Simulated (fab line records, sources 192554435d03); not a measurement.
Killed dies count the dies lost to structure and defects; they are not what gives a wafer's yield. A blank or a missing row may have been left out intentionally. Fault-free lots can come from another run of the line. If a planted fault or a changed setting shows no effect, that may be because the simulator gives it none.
fab line records :: flow n5-finfet
[record]
  lots = 7
  wafers = 21
route steps=1938 shown BEOL_M15@1779 MIM_BOT@1833
start-h: start of the lot's first displayed wafer, in hours after the record's first day :: wait-h: hours since the lot's step before :: " unchanged from the row above :: L1.1+2: a row that stands for several wafers :: - either no value or no given start :: * or withheld: withheld :: < > ~ a bound
route shown NAME@n: names a module that has steps shown in the file, with the first one's number in the route :: usual: mean/standard deviation taken from wafers without a fault :: same: alike in all rows :: chamber/n: place in a boat :: sites: per-site readings :: _std_site: standard deviation across them :: _edge_site: outer sites' mean less inner sites' :: radius-mm: for every site, how far away it sits from the centre of the wafer :: mask NAME#n: copy n :: behind: the most recent tool/chamber to have shaped the wafer :: hold: reason for holding the lot/hours on hold/outcome of the hold :: device: names the non-switching transistor (n, p or np) :: end of line: the route-end tests of the same wafers :: a step given without rows: its recipe and nothing more :: killed: dies lost to structure and defects at the first sort, not the wafer's yield :: map: a wafer's dies, marking killed ones x, the rest . and places with no die _
set.NAME: the setting that was run; set.NAME@STEP: the one run at that earlier step :: model.NAME: the simulator's own value behind a step, which no gauge read
lots where settings were altered on purpose, with a table for each step and a row for each wafer
[[steps]]
[step N5_BEOL_M15_EXPOSE_07]
[recipe]
  mask-id = V14
  na = 0.8
  source-shape = annular
  sigma-inner = 0.5
  sigma-outer = 0.8
  polarization = unpolarized
  attpsm-phase-deg = 180
  dose-mj = 41.25
lot.wafer: L077.2+4
tool: krf-scanner-02
chamber: 0
start-h: 260.02
wait-h: -
mask: V14#0
set.dose-mj: 42.21

lot.wafer: L077.6
tool: krf-scanner-02
chamber: 0
start-h: 260.02
wait-h: -
mask: V14#0
set.dose-mj: 41.25

lot.wafer: L079.1+6
tool: krf-scanner-01
chamber: 0
start-h: 274.30
wait-h: -
mask: V14#0
set.dose-mj: 41.25

lot.wafer: L079.3
tool: krf-scanner-01
chamber: 0
start-h: 274.30
wait-h: -
mask: V14#0
set.dose-mj: 43.29

lot.wafer: L081.4+6
tool: krf-scanner-02
chamber: 0
start-h: 280.31
wait-h: -
mask: V14#0
set.dose-mj: 44.28

lot.wafer: L081.5
tool: krf-scanner-02
chamber: 0
start-h: 280.31
wait-h: -
mask: V14#0
set.dose-mj: 41.25

lot.wafer: L083.2+3+6
tool: krf-scanner-01
chamber: 0
start-h: 287.04
wait-h: -
mask: V14#0
set.dose-mj: 41.25

lot.wafer: L088.1+3
tool: krf-scanner-02
chamber: 0
start-h: 322.13
wait-h: -
mask: V14#0
set.dose-mj: 42.54

lot.wafer: L088.6
tool: krf-scanner-02
chamber: 0
start-h: 322.13
wait-h: -
mask: V14#0
set.dose-mj: 41.25

lot.wafer: L086.1
tool: krf-scanner-02
chamber: 0
start-h: 326.43
wait-h: -
mask: V14#0
set.dose-mj: 43.01

lot.wafer: L086.4+6
tool: krf-scanner-02
chamber: 0
start-h: 326.43
wait-h: -
mask: V14#0
set.dose-mj: 41.25

lot.wafer: L092.2+4+5
tool: krf-scanner-02
chamber: 0
start-h: 373.87
wait-h: -
mask: V14#0
set.dose-mj: 41.25
[step N5_BEOL_M15_PEB_08]
[recipe]
  peb-temp-c = 130
  peb-time-s = 90
[step N5_BEOL_M15_DEVELOP_09]
[recipe]
  develop-time-s = 45
  rinse-liquid = diw
  dry = air-spin
  dev-temp-c = 21
[step N5_BEOL_M15_HARDBAKE_14]
[recipe]
  temp-c = 130
  time-s = 120
[step N5_BEOL_M15_CD_MEAS_10]
[recipe]
  target-cd-nm = 360
  landing-energy-ev = 500
  detector = se-inlens
  polarity = opening
[usual]
  cd-nm = 360.4/1.2
lot.wafer: L077.2
tool: cd-sem-03
chamber: 0
start-h: 260.19
wait-h: -
set.dose-mj@BEOL_M15_EXPOSE_07: 42.21
cd-nm: 363.5

lot.wafer: L077.4
tool: cd-sem-03
chamber: 0
start-h: 260.19
wait-h: -
set.dose-mj@BEOL_M15_EXPOSE_07: 42.21
cd-nm: 362.7

lot.wafer: L077.6
tool: cd-sem-03
chamber: 0
start-h: 260.19
wait-h: -
set.dose-mj@BEOL_M15_EXPOSE_07: 41.25
cd-nm: 358.5

lot.wafer: L079.1
tool: cd-sem-02
chamber: 0
start-h: 274.47
wait-h: -
set.dose-mj@BEOL_M15_EXPOSE_07: 41.25
cd-nm: 360.4

lot.wafer: L079.3
tool: cd-sem-02
chamber: 0
start-h: 274.47
wait-h: -
set.dose-mj@BEOL_M15_EXPOSE_07: 43.29
cd-nm: 369.8

lot.wafer: L079.6
tool: cd-sem-02
chamber: 0
start-h: 274.47
wait-h: -
set.dose-mj@BEOL_M15_EXPOSE_07: 41.25
cd-nm: 360.4

lot.wafer: L081.4
tool: cd-sem-03
chamber: 0
start-h: 280.47
wait-h: -
set.dose-mj@BEOL_M15_EXPOSE_07: 44.28
cd-nm: 371.8

lot.wafer: L081.5
tool: cd-sem-03
chamber: 0
start-h: 280.47
wait-h: -
set.dose-mj@BEOL_M15_EXPOSE_07: 41.25
cd-nm: 360.9

lot.wafer: L081.6
tool: cd-sem-03
chamber: 0
start-h: 280.47
wait-h: -
set.dose-mj@BEOL_M15_EXPOSE_07: 44.28
cd-nm: 371.2

lot.wafer: L083.2
tool: cd-sem-02
chamber: 0
start-h: 287.21
wait-h: -
set.dose-mj@BEOL_M15_EXPOSE_07: 41.25
cd-nm: 359.7

lot.wafer: L083.3
tool: cd-sem-02
chamber: 0
start-h: 287.21
wait-h: -
set.dose-mj@BEOL_M15_EXPOSE_07: 41.25
cd-nm: 360.0

lot.wafer: L083.6
tool: cd-sem-02
chamber: 0
start-h: 287.21
wait-h: -
set.dose-mj@BEOL_M15_EXPOSE_07: 41.25
cd-nm: 359.1

lot.wafer: L088.1
tool: cd-sem-02
chamber: 0
start-h: 322.30
wait-h: -
set.dose-mj@BEOL_M15_EXPOSE_07: 42.54
cd-nm: 365.1

lot.wafer: L088.3
tool: cd-sem-02
chamber: 0
start-h: 322.30
wait-h: -
set.dose-mj@BEOL_M15_EXPOSE_07: 42.54
cd-nm: 364.5

lot.wafer: L088.6
tool: cd-sem-02
chamber: 0
start-h: 322.30
wait-h: -
set.dose-mj@BEOL_M15_EXPOSE_07: 41.25
cd-nm: 359.6

lot.wafer: L086.1
tool: cd-sem-02
chamber: 0
start-h: 326.60
wait-h: -
set.dose-mj@BEOL_M15_EXPOSE_07: 43.01
cd-nm: 366.8

lot.wafer: L086.4
tool: cd-sem-02
chamber: 0
start-h: 326.60
wait-h: -
set.dose-mj@BEOL_M15_EXPOSE_07: 41.25
cd-nm: 359.4

lot.wafer: L086.6
tool: cd-sem-02
chamber: 0
start-h: 326.60
wait-h: -
set.dose-mj@BEOL_M15_EXPOSE_07: 41.25
cd-nm: 360.3

lot.wafer: L092.2
tool: cd-sem-02
chamber: 0
start-h: 374.04
wait-h: -
set.dose-mj@BEOL_M15_EXPOSE_07: 41.25
cd-nm: 359.6

lot.wafer: L092.4
tool: cd-sem-02
chamber: 0
start-h: 374.04
wait-h: -
set.dose-mj@BEOL_M15_EXPOSE_07: 41.25
cd-nm: 361.3

lot.wafer: L092.5
tool: cd-sem-02
chamber: 0
start-h: 374.04
wait-h: -
set.dose-mj@BEOL_M15_EXPOSE_07: 41.25
cd-nm: 360.3
[step N5_BEOL_M15_DESCUM_15]
[recipe]
  chemistry = O2
  time-s = 7.9
  source-power-w = 50
  bias-power-w = 20
  pressure-mtorr = 20
  rf-frequency-hz = 2.712e+07
  temp-c = 40
  o2-flow-sccm = 225
[step N5_BEOL_M15_ETCH_59]
[recipe]
  chemistry = N2/H2
  target = BARC
  target-depth-a = 890
  overetch-a = 267
  time-s = 67.9
  ion-energy-ev = 200
  pressure-mtorr = 30
  source-w = 840
  bias-w = 150
  n2-flow-sccm = 200
  h2-flow-sccm = 200
[step N5_BEOL_M15_VIA_ETCH_16]
[recipe]
  chemistry = C4F8/O2/Ar
  target = SiO2
  he-inner-torr = 15
  he-outer-torr = 30
  target-depth-a = 17922
  time-s = withheld
  ion-energy-ev = 800
  pressure-mtorr = 20
  source-w = 1905
  bias-w = 2040
  Ar_flow_sccm = 400
  C4F8_flow_sccm = 16
  O2_flow_sccm = 12
  ends = cleared
lot.wafer: L077.2
tool: rie-diel-01
chamber: 0
start-h: 260.36
wait-h: 0.0
set.time-s@BEOL_M15_ILD_DEP_00: *
model.etch.depth-nm: 1356
model.coat_of_BEOL_M15_COAT_04.thk-nm: 399.4

lot.wafer: L077.4
tool: rie-diel-01
chamber: 0
start-h: 260.36
wait-h: 0.0
set.time-s@BEOL_M15_ILD_DEP_00: *
model.etch.depth-nm: 1635
model.coat_of_BEOL_M15_COAT_04.thk-nm: 332.6

lot.wafer: L077.6
tool: rie-diel-01
chamber: 1
start-h: 260.36
wait-h: 0.0
set.time-s@BEOL_M15_ILD_DEP_00: *
model.etch.depth-nm: 1628
model.coat_of_BEOL_M15_COAT_04.thk-nm: 339.2

lot.wafer: L079.1
tool: rie-diel-04
chamber: 3
start-h: 274.64
wait-h: 0.0
set.time-s@BEOL_M15_ILD_DEP_00: *
model.etch.depth-nm: 1446
model.coat_of_BEOL_M15_COAT_04.thk-nm: 376.4

lot.wafer: L079.3
tool: rie-diel-04
chamber: 1
start-h: 274.64
wait-h: 0.0
set.time-s@BEOL_M15_ILD_DEP_00: *
model.etch.depth-nm: 1614
model.coat_of_BEOL_M15_COAT_04.thk-nm: 340.4

lot.wafer: L079.6
tool: rie-diel-04
chamber: 1
start-h: 274.64
wait-h: 0.0
set.time-s@BEOL_M15_ILD_DEP_00: *
model.etch.depth-nm: 1650
model.coat_of_BEOL_M15_COAT_04.thk-nm: 333.4

lot.wafer: L081.4
tool: rie-diel-03
chamber: 1
start-h: 280.64
wait-h: 0.0
set.time-s@BEOL_M15_ILD_DEP_00: *
model.etch.depth-nm: 1832
model.coat_of_BEOL_M15_COAT_04.thk-nm: 279.6

lot.wafer: L081.5
tool: rie-diel-03
chamber: 3
start-h: 280.64
wait-h: 0.0
set.time-s@BEOL_M15_ILD_DEP_00: *
model.etch.depth-nm: 1874
model.coat_of_BEOL_M15_COAT_04.thk-nm: 278

lot.wafer: L081.6
tool: rie-diel-03
chamber: 2
start-h: 280.64
wait-h: 0.0
set.time-s@BEOL_M15_ILD_DEP_00: *
model.etch.depth-nm: 1637
model.coat_of_BEOL_M15_COAT_04.thk-nm: 332.6

lot.wafer: L083.2
tool: rie-diel-01
chamber: 2
start-h: 287.39
wait-h: 0.0
set.time-s@BEOL_M15_ILD_DEP_00: *
model.etch.depth-nm: 1603
model.coat_of_BEOL_M15_COAT_04.thk-nm: 343.8

lot.wafer: L083.3
tool: rie-diel-01
chamber: 3
start-h: 287.39
wait-h: 0.0
set.time-s@BEOL_M15_ILD_DEP_00: *
model.etch.depth-nm: 1614
model.coat_of_BEOL_M15_COAT_04.thk-nm: 340.4

lot.wafer: L083.6
tool: rie-diel-01
chamber: 3
start-h: 287.39
wait-h: 0.0
set.time-s@BEOL_M15_ILD_DEP_00: *
model.etch.depth-nm: 1604
model.coat_of_BEOL_M15_COAT_04.thk-nm: 345.2

lot.wafer: L088.1
tool: rie-diel-04
chamber: 0
start-h: 322.48
wait-h: 0.0
set.time-s@BEOL_M15_ILD_DEP_00: *
model.etch.depth-nm: 1819
model.coat_of_BEOL_M15_COAT_04.thk-nm: 285.2

lot.wafer: L088.3
tool: rie-diel-04
chamber: 2
start-h: 322.48
wait-h: 0.0
set.time-s@BEOL_M15_ILD_DEP_00: *
model.etch.depth-nm: 1799
model.coat_of_BEOL_M15_COAT_04.thk-nm: 293.2

lot.wafer: L088.6
tool: rie-diel-04
chamber: 2
start-h: 322.48
wait-h: 0.0
set.time-s@BEOL_M15_ILD_DEP_00: *
model.etch.depth-nm: 1636
model.coat_of_BEOL_M15_COAT_04.thk-nm: 334.8

lot.wafer: L086.1
tool: rie-diel-01
chamber: 1
start-h: 326.87
wait-h: 0.0
set.time-s@BEOL_M15_ILD_DEP_00: *
model.etch.depth-nm: 1465
model.coat_of_BEOL_M15_COAT_04.thk-nm: 370.8

lot.wafer: L086.4
tool: rie-diel-01
chamber: 0
start-h: 326.87
wait-h: 0.0
set.time-s@BEOL_M15_ILD_DEP_00: *
model.etch.depth-nm: 1484
model.coat_of_BEOL_M15_COAT_04.thk-nm: 367.4

lot.wafer: L086.6
tool: rie-diel-01
chamber: 3
start-h: 326.87
wait-h: 0.0
set.time-s@BEOL_M15_ILD_DEP_00: *
model.etch.depth-nm: 1632
model.coat_of_BEOL_M15_COAT_04.thk-nm: 332.4

lot.wafer: L092.2
tool: rie-diel-04
chamber: 2
start-h: 374.21
wait-h: 0.0
set.time-s@BEOL_M15_ILD_DEP_00: *
model.etch.depth-nm: 1444
model.coat_of_BEOL_M15_COAT_04.thk-nm: 378.6

lot.wafer: L092.4
tool: rie-diel-04
chamber: 3
start-h: 374.21
wait-h: 0.0
set.time-s@BEOL_M15_ILD_DEP_00: *
model.etch.depth-nm: 1487
model.coat_of_BEOL_M15_COAT_04.thk-nm: 370.6

lot.wafer: L092.5
tool: rie-diel-04
chamber: 2
start-h: 374.21
wait-h: 0.0
set.time-s@BEOL_M15_ILD_DEP_00: *
model.etch.depth-nm: 1650
model.coat_of_BEOL_M15_COAT_04.thk-nm: 330.4
[step N5_BEOL_M15_STRIP_63]
[recipe]
  chemistry = O2
  power-w = 600
  temp-c = 60
  pressure-mtorr = 30
  rf-frequency-hz = 6e+07
  bias-power-w = 0
  overash-fraction = 0.3
  o2-flow-sccm = 225
[step N5_BEOL_M15_STRIP_64]
[recipe]
  chemistry = O2
  power-w = 600
  temp-c = 60
  pressure-mtorr = 30
  rf-frequency-hz = 6e+07
  bias-power-w = 0
  overash-fraction = 0.3
  o2-flow-sccm = 225
[step N5_BEOL_M15_STRIP_65]
[recipe]
  chemistry = post-etch-residue-remover
  time-s = 60
  temp-c = 25
  remover-ph = withheld
  remover-water-wt-pct = withheld
  remover-fluoride-wt-pct = withheld
[step N5_BEOL_M15_SRD_66]
[recipe]
  time-s = 30
  temp-c = 23
  rinse-liquid = diw
  dry = n2-spin
  spin-rpm = 1500
  dry-time-s = 30
[step N5_BEOL_M15_CD_MEAS_17]
[recipe]
  target-cd-nm = 360
  polarity = opening
[usual]
  cd-nm = 361.1/1.4
lot.wafer: L077.2
tool: cd-sem-02
chamber: -
start-h: 260.78
wait-h: 0.0
set.dose-mj@BEOL_M15_EXPOSE_07: 42.21
cd-nm: 362.3

lot.wafer: L077.4
tool: cd-sem-02
chamber: -
start-h: 260.78
wait-h: 0.0
set.dose-mj@BEOL_M15_EXPOSE_07: 42.21
cd-nm: 364.7

lot.wafer: L077.6
tool: cd-sem-02
chamber: -
start-h: 260.78
wait-h: 0.0
set.dose-mj@BEOL_M15_EXPOSE_07: 41.25
cd-nm: 359.4

lot.wafer: L079.1
tool: cd-sem-02
chamber: -
start-h: 275.06
wait-h: 0.0
set.dose-mj@BEOL_M15_EXPOSE_07: 41.25
cd-nm: 359.4

lot.wafer: L079.3
tool: cd-sem-02
chamber: -
start-h: 275.06
wait-h: 0.0
set.dose-mj@BEOL_M15_EXPOSE_07: 43.29
cd-nm: 369.9

lot.wafer: L079.6
tool: cd-sem-02
chamber: -
start-h: 275.06
wait-h: 0.0
set.dose-mj@BEOL_M15_EXPOSE_07: 41.25
cd-nm: 360.5

lot.wafer: L081.4
tool: cd-sem-03
chamber: -
start-h: 281.05
wait-h: 0.0
set.dose-mj@BEOL_M15_EXPOSE_07: 44.28
cd-nm: 374.3

lot.wafer: L081.5
tool: cd-sem-03
chamber: -
start-h: 281.05
wait-h: 0.0
set.dose-mj@BEOL_M15_EXPOSE_07: 41.25
cd-nm: 363.1

lot.wafer: L081.6
tool: cd-sem-03
chamber: -
start-h: 281.05
wait-h: 0.0
set.dose-mj@BEOL_M15_EXPOSE_07: 44.28
cd-nm: 373.1

lot.wafer: L083.2
tool: cd-sem-02
chamber: -
start-h: 287.83
wait-h: 0.0
set.dose-mj@BEOL_M15_EXPOSE_07: 41.25
cd-nm: 360.4

lot.wafer: L083.3
tool: cd-sem-02
chamber: -
start-h: 287.83
wait-h: 0.0
set.dose-mj@BEOL_M15_EXPOSE_07: 41.25
cd-nm: 361.0

lot.wafer: L083.6
tool: cd-sem-02
chamber: -
start-h: 287.83
wait-h: 0.0
set.dose-mj@BEOL_M15_EXPOSE_07: 41.25
cd-nm: 361.0

lot.wafer: L088.1
tool: cd-sem-02
chamber: -
start-h: 322.89
wait-h: 0.0
set.dose-mj@BEOL_M15_EXPOSE_07: 42.54
cd-nm: 368.8

lot.wafer: L088.3
tool: cd-sem-02
chamber: -
start-h: 322.89
wait-h: 0.0
set.dose-mj@BEOL_M15_EXPOSE_07: 42.54
cd-nm: 366.2

lot.wafer: L088.6
tool: cd-sem-02
chamber: -
start-h: 322.89
wait-h: 0.0
set.dose-mj@BEOL_M15_EXPOSE_07: 41.25
cd-nm: 360.6

lot.wafer: L086.1
tool: cd-sem-02
chamber: -
start-h: 327.28
wait-h: 0.0
set.dose-mj@BEOL_M15_EXPOSE_07: 43.01
cd-nm: 366.9

lot.wafer: L086.4
tool: cd-sem-02
chamber: -
start-h: 327.28
wait-h: 0.0
set.dose-mj@BEOL_M15_EXPOSE_07: 41.25
cd-nm: 360.4

lot.wafer: L086.6
tool: cd-sem-02
chamber: -
start-h: 327.28
wait-h: 0.0
set.dose-mj@BEOL_M15_EXPOSE_07: 41.25
cd-nm: 361.4

lot.wafer: L092.2
tool: cd-sem-03
chamber: -
start-h: 374.62
wait-h: 0.0
set.dose-mj@BEOL_M15_EXPOSE_07: 41.25
cd-nm: 358.8

lot.wafer: L092.4
tool: cd-sem-03
chamber: -
start-h: 374.62
wait-h: 0.0
set.dose-mj@BEOL_M15_EXPOSE_07: 41.25
cd-nm: 362.4

lot.wafer: L092.5
tool: cd-sem-03
chamber: -
start-h: 374.62
wait-h: 0.0
set.dose-mj@BEOL_M15_EXPOSE_07: 41.25
cd-nm: 361.7
[step N5_MIM_BOT_SPUTTER_00]
[recipe]
  material = TiN
  target-thk-a = 350
  temp-c = 200
  power-w = 3000
  chamber-pressure-pa = 0.49996
  gas = Ar
  reactive-partial-pa = 0.37997
  time-s = 89.7
lot.wafer: L077.2+4
tool: pvd-sputter-01
chamber: -
start-h: 272.05
wait-h: 0.0
set.time-s: 89.7
model.TiN_of_MIM_BOT_SPUTTER_00.thk-nm: 35.2

lot.wafer: L077.6
tool: pvd-sputter-01
chamber: -
start-h: 272.05
wait-h: 0.0
set.time-s: 81.21
model.TiN_of_MIM_BOT_SPUTTER_00.thk-nm: 31.6

lot.wafer: L079.1
tool: pvd-sputter-03
chamber: -
start-h: 283.83
wait-h: 0.0
set.time-s: 89.7
model.TiN_of_MIM_BOT_SPUTTER_00.thk-nm: 35

lot.wafer: L079.3
tool: pvd-sputter-03
chamber: -
start-h: 283.83
wait-h: 0.0
set.time-s: 79.42
model.TiN_of_MIM_BOT_SPUTTER_00.thk-nm: 30.6

lot.wafer: L079.6
tool: pvd-sputter-03
chamber: -
start-h: 283.83
wait-h: 0.0
set.time-s: 89.7
model.TiN_of_MIM_BOT_SPUTTER_00.thk-nm: 34.8

lot.wafer: L081.4+5+6
tool: pvd-sputter-03
chamber: -
start-h: 287.33
wait-h: 0.0
set.time-s: 89.7
model.TiN_of_MIM_BOT_SPUTTER_00.thk-nm: 35.4

lot.wafer: L083.2+3
tool: pvd-sputter-01
chamber: -
start-h: 293.16
wait-h: 0.0
set.time-s: 89.7
model.TiN_of_MIM_BOT_SPUTTER_00.thk-nm: 35

lot.wafer: L083.6
tool: pvd-sputter-01
chamber: -
start-h: 293.16
wait-h: 0.0
set.time-s: 89.7
model.TiN_of_MIM_BOT_SPUTTER_00.thk-nm: 34.8

lot.wafer: L088.1
tool: pvd-sputter-03
chamber: -
start-h: 330.88
wait-h: 0.0
set.time-s: 89.7
model.TiN_of_MIM_BOT_SPUTTER_00.thk-nm: 34

lot.wafer: L088.3
tool: pvd-sputter-03
chamber: -
start-h: 330.88
wait-h: 0.0
set.time-s: 89.7
model.TiN_of_MIM_BOT_SPUTTER_00.thk-nm: 34.2

lot.wafer: L088.6
tool: pvd-sputter-03
chamber: -
start-h: 330.88
wait-h: 0.0
set.time-s: 89.7
model.TiN_of_MIM_BOT_SPUTTER_00.thk-nm: 34.4

lot.wafer: L086.1
tool: pvd-sputter-03
chamber: -
start-h: 335.89
wait-h: 0.0
set.time-s: 83.85
model.TiN_of_MIM_BOT_SPUTTER_00.thk-nm: 32.4

lot.wafer: L086.4
tool: pvd-sputter-03
chamber: -
start-h: 335.89
wait-h: 0.0
set.time-s: 83.85
model.TiN_of_MIM_BOT_SPUTTER_00.thk-nm: 32.8

lot.wafer: L086.6
tool: pvd-sputter-03
chamber: -
start-h: 335.89
wait-h: 0.0
set.time-s: 89.7
model.TiN_of_MIM_BOT_SPUTTER_00.thk-nm: 34.8

lot.wafer: L092.2
tool: pvd-sputter-03
chamber: -
start-h: 382.36
wait-h: 0.0
set.time-s: 89.7
model.TiN_of_MIM_BOT_SPUTTER_00.thk-nm: 35

lot.wafer: L092.4
tool: pvd-sputter-03
chamber: -
start-h: 382.36
wait-h: 0.0
set.time-s: 89.7
model.TiN_of_MIM_BOT_SPUTTER_00.thk-nm: 35.4

lot.wafer: L092.5
tool: pvd-sputter-03
chamber: -
start-h: 382.36
wait-h: 0.0
set.time-s: 93.17
model.TiN_of_MIM_BOT_SPUTTER_00.thk-nm: 36.4
[[key]]
[split]
  step = N5_BEOL_M15_EXPOSE_07
  setting = dose-mj
  stated = 41.25
  by = wafer
[response]
  step = N5_BEOL_M15_CD_MEAS_10
  reading = cd-nm
  change = +1.62
  per = 1%
  r = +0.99
[response]
  step = N5_BEOL_M15_CD_MEAS_17
  reading = cd-nm
  change = +1.64
  per = 1%
  r = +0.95
[split]
  step = N5_MIM_BOT_SPUTTER_00
  setting = time-s
  stated = 89.7
  by = wafer
[response]
  step = N5_MIM_BOT_SPUTTER_00
  reading = model.TiN_of_MIM_BOT_SPUTTER_00.thk-nm
  change = +0.368
  per = 1%
  r = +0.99
split outside-this-file step=N5_BEOL_M15_ILD_DEP_00 setting=time-s
// split outside-this-file: this setting was split too, and the file shows its column; the key of that split is in another file
